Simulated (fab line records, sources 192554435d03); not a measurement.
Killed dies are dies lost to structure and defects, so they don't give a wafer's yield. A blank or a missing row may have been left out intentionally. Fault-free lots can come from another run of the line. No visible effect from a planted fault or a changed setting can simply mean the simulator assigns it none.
Which tool was responsible? ; flow n5-finfet ; Sampling: 24 lots, 72 wafers, 4 of 1938 route steps

== WHAT EACH GAUGE READ, for each wafer ==
N5_PMOS_HMC_CHANNEL_EPI_CD_MEAS_09 targets a cd of 237.4 nm.
lot;measured;on;cd-nm (nm)
L074;day 1 17:01;cd-sem-01;237.1 237.4 238.1
L075;day 1 23:29;cd-sem-02;238.0 239.2 238.5
L076;day 2 05:17;cd-sem-01;237.1 237.5 237.5
L077;day 2 11:50;cd-sem-01;237.6 236.1 238.2
L078;day 2 17:07;cd-sem-03;237.7 237.5 236.7
L079;day 2 23:23;cd-sem-02;236.7 237.0 237.7
L080;day 3 05:14;cd-sem-02;237.0 236.6 237.6
L081;day 3 11:10;cd-sem-02;237.8 237.2 236.7
L082;day 3 17:05;cd-sem-01;239.3 239.0 239.5
L083;day 3 23:37;cd-sem-01;238.1 238.1 237.1
L084;day 4 05:43;cd-sem-01;238.7 235.8 238.8
L085;day 4 13:55;cd-sem-01;237.1 237.2 236.7
L086;day 4 16:55;cd-sem-01;239.9 239.5 239.1
L087;day 4 23:52;cd-sem-01;238.1 238.4 237.4
L088;day 5 06:11;cd-sem-01;237.2 237.1 237.2
L089;day 5 11:02;cd-sem-01;237.4 237.0 237.7
L090;day 5 17:24;cd-sem-01;238.3 237.9 237.7
L091;day 5 23:31;cd-sem-01;237.0 237.2 236.3
L092;day 6 07:16;cd-sem-03;238.1 239.5 238.6
L093;day 6 11:40;cd-sem-03;238.4 238.5 238.4
L094;day 6 17:13;cd-sem-02;238.9 237.7 237.7
L095;day 6 23:05;cd-sem-02;238.6 239.1 237.8
L096;day 7 05:16;cd-sem-03;237.9 238.5 238.0
L097;day 7 11:14;cd-sem-02;237.5 236.3 236.7

N5_PMOS_HMC_CHANNEL_EPI_INSPECT_11: inspects for defects (macro).
lot;measured;on;raw-defect-count
L074;day 1 17:04;defect-inspect-01;3 2 3
L075;day 1 23:32;defect-inspect-02;1 3 1
L076;day 2 05:20;defect-inspect-01;3 0 2
L077;day 2 11:54;defect-inspect-01;2 2 4
L078;day 2 17:11;defect-inspect-02;1 5 3
L079;day 2 23:26;defect-inspect-01;3 3 1
L080;day 3 05:18;defect-inspect-02;1 1 4
L081;day 3 11:13;defect-inspect-02;4 2 1
L082;day 3 17:09;defect-inspect-02;3 3 2
L083;day 3 23:40;defect-inspect-02;1 5 3
L084;day 4 05:46;defect-inspect-01;2 3 3
L085;day 4 13:58;defect-inspect-01;1 4 4
L086;day 4 16:58;defect-inspect-02;4 4 2
L087;day 4 23:55;defect-inspect-02;2 1 4
L088;day 5 06:14;defect-inspect-02;0 3 0
L089;day 5 11:05;defect-inspect-02;3 4 4
L090;day 5 17:27;defect-inspect-02;2 3 3
L091;day 5 23:34;defect-inspect-02;1 1 3
L092;day 6 07:19;defect-inspect-01;2 1 1
L093;day 6 11:43;defect-inspect-02;1 1 3
L094;day 6 17:16;defect-inspect-02;1 3 3
L095;day 6 23:08;defect-inspect-01;3 3 5
L096;day 7 05:19;defect-inspect-01;3 3 1
L097;day 7 11:17;defect-inspect-01;2 3 2

== EACH LOT AND THE TOOL THAT RAN IT (in order: tool; ch and the chambers of the sampled wafers; start) ==
lot;N5_ZERO_LAYER_ETCH_17;N5_WELL_APT_RTA_34
L074;rie-diel-05 ch 0,1,2, day 1 12:44;rtp-anneal-01 ch 0, day 1 15:49
L075;rie-diel-05 ch 0,2, day 1 19:16;rtp-anneal-01 ch 0, day 1 22:18
L076;rie-diel-05 ch 0,2,3, day 2 00:51;rtp-anneal-01 ch 0, day 2 03:59
L077;rie-diel-05 ch 0,2, day 2 07:50;rtp-anneal-02 ch 0, day 2 10:39
L078;rie-diel-03 ch 0,1, day 2 12:43;rtp-anneal-01 ch 0, day 2 15:49
L079;rie-diel-05 ch 0,1,3, day 2 19:01;rtp-anneal-01 ch 0, day 2 22:05
L080;rie-diel-03 ch 0,3, day 3 00:50;rtp-anneal-01 ch 0, day 3 03:51
L081;rie-diel-06 ch 0,1, day 3 06:43;rtp-anneal-02 ch 0, day 3 09:58
L082;rie-diel-06 ch 0,1,2, day 3 12:50;rtp-anneal-01 ch 0, day 3 15:48
L083;rie-diel-05 ch 1,2, day 3 18:50;rtp-anneal-02 ch 0, day 3 22:20
L084;rie-diel-05 ch 0,1,3, day 4 00:50;rtp-anneal-01 ch 0, day 4 04:32
L085;rie-diel-06 ch 0,3, day 4 06:58;rtp-anneal-01 ch 0, day 4 12:44
L086;rie-diel-03 ch 1,2,3, day 4 12:43;rtp-anneal-01 ch 0, day 4 15:44
L087;rie-diel-06 ch 0,1, day 4 18:50;rtp-anneal-01 ch 0, day 4 22:36
L088;rie-diel-05 ch 0,1,3, day 5 00:56;rtp-anneal-02 ch 0, day 5 04:53
L089;rie-diel-06 ch 0,1,2, day 5 06:44;rtp-anneal-01 ch 0, day 5 09:52
L090;rie-diel-05 ch 1,2, day 5 12:50;rtp-anneal-01 ch 0, day 5 16:08
L091;rie-diel-03 ch 0,1,3, day 5 18:56;rtp-anneal-02 ch 0, day 5 21:59
L092;rie-diel-06 ch 0,1,2, day 6 00:43;rtp-anneal-01 ch 0, day 6 05:45
L093;rie-diel-06 ch 0,2,3, day 6 07:03;rtp-anneal-01 ch 0, day 6 10:29
L094;rie-diel-06 ch 0,1, day 6 12:43;rtp-anneal-01 ch 0, day 6 15:52
L095;rie-diel-03 ch 0,1, day 6 18:44;rtp-anneal-02 ch 0, day 6 21:35
L096;rie-diel-05 ch 0,1,2, day 7 00:59;rtp-anneal-01 ch 0, day 7 04:04
L097;rie-diel-05 ch 0,1, day 7 06:44;rtp-anneal-02 ch 0, day 7 09:46
- N5_ZERO_LAYER_ETCH_17: etches SiO2 in CF4, target depth 12 nm, time 13.3 s.
- N5_WELL_APT_RTA_34: time 10 s.

== AS READ BY THE TOOLS THEMSELVES (means over the sampled wafers that have a number; for cases with no such wafer, the mark the record gives instead) ==
N5_ZERO_LAYER_ETCH_17.
lot;tool;drypump-motor-current-A (A);oes-product-au (a.u.);rf-vpp-V (V);showerhead-plenum-p-Torr (Torr);throttle-valve-pct (%)
L074;rie-diel-05;5.72;0.86;950;2.14;15.52
L075;rie-diel-05;5.67;0.93;950;2.16;15.55
L076;rie-diel-05;5.85;0.83;946;2.10;15.78
L077;rie-diel-05;5.66;0.91;949;2.16;15.57
L078;rie-diel-03;5.96;0.75;945;2.09;15.76
L079;rie-diel-05;5.88;0.76;945;2.09;15.77
L080;rie-diel-03;5.33;0.77;949;2.15;15.71
L081;rie-diel-06;5.88;0.76;954;2.21;15.77
L082;rie-diel-06;5.76;0.75;951;2.18;15.70
L083;rie-diel-05;5.62;0.88;951;2.17;15.39
L084;rie-diel-05;5.89;0.75;946;2.09;15.78
L085;rie-diel-06;5.80;0.90;950;2.18;15.73
L086;rie-diel-03;5.66;0.74;944;2.08;15.82
L087;rie-diel-06;5.87;0.75;952;2.21;15.79
L088;rie-diel-05;5.91;0.73;945;2.08;15.80
L089;rie-diel-06;5.74;0.74;950;2.18;15.73
L090;rie-diel-05;5.67;0.80;950;2.15;15.40
L091;rie-diel-03;5.63;0.75;947;2.11;15.77
L092;rie-diel-06;5.75;0.74;950;2.17;15.74
L093;rie-diel-06;5.69;0.80;949;2.15;15.72
L094;rie-diel-06;5.88;0.75;952;2.21;15.81
L095;rie-diel-03;5.66;0.73;947;2.11;15.81
L096;rie-diel-05;5.72;0.81;947;2.13;15.60
L097;rie-diel-05;5.82;0.77;945;2.10;15.75

N5_WELL_APT_RTA_34.
lot;tool;lamp-power-pct (%);wafer_temp_C_max
L074;rtp-anneal-01;12.98;1004.3
L075;rtp-anneal-01;12.99;1003.2
L076;rtp-anneal-01;13.03;1003.0
L077;rtp-anneal-02;12.99;1003.9
L078;rtp-anneal-01;13.07;1002.6
L079;rtp-anneal-01;13.04;1003.4
L080;rtp-anneal-01;12.96;1003.7
L081;rtp-anneal-02;13.04;1005.4
L082;rtp-anneal-01;13.05;1004.0
L083;rtp-anneal-02;13.00;1003.5
L084;rtp-anneal-01;13.00;1002.8
L085;rtp-anneal-01;13.07;1003.4
L086;rtp-anneal-01;13.01;1003.8
L087;rtp-anneal-01;13.08;1005.0
L088;rtp-anneal-02;13.01;1004.5
L089;rtp-anneal-01;13.00;1003.7
L090;rtp-anneal-01;13.01;1003.1
L091;rtp-anneal-02;13.04;1004.1
L092;rtp-anneal-01;13.00;1004.2
L093;rtp-anneal-01;12.96;1002.8
L094;rtp-anneal-01;12.97;1004.5
L095;rtp-anneal-02;12.99;1004.2
L096;rtp-anneal-01;12.99;1003.1
L097;rtp-anneal-02;12.97;1004.3

== THE ANSWER, worked out from the rows above alone ==
Rule: usual is defined by the lots themselves. Put in order of their means at a reading, lots are off if they are a third of the lots or fewer, leave a main group of 4 or more, and stand apart from it by a gap of 3 or more times the standard deviation of the main group's means; of several such gaps the widest counts. A main group whose means are all the same, to the digits that the tables above print for the reading, isn't used. Also off: a lot with no number at a reading for which 4 or more lots have one. All remaining lots with rows at the step are treated as sound. The gauges are gone through in route order, then the tools' own readings, and for those a lot's mean is taken as printed above. At the first step where some lot is off, the reading lying furthest off is the one used; lots without a number count as furthest.
None of the lots is off at any reading shown; this tells nothing.

== WHAT WAS PUT IN BY THE SIMULATOR ==
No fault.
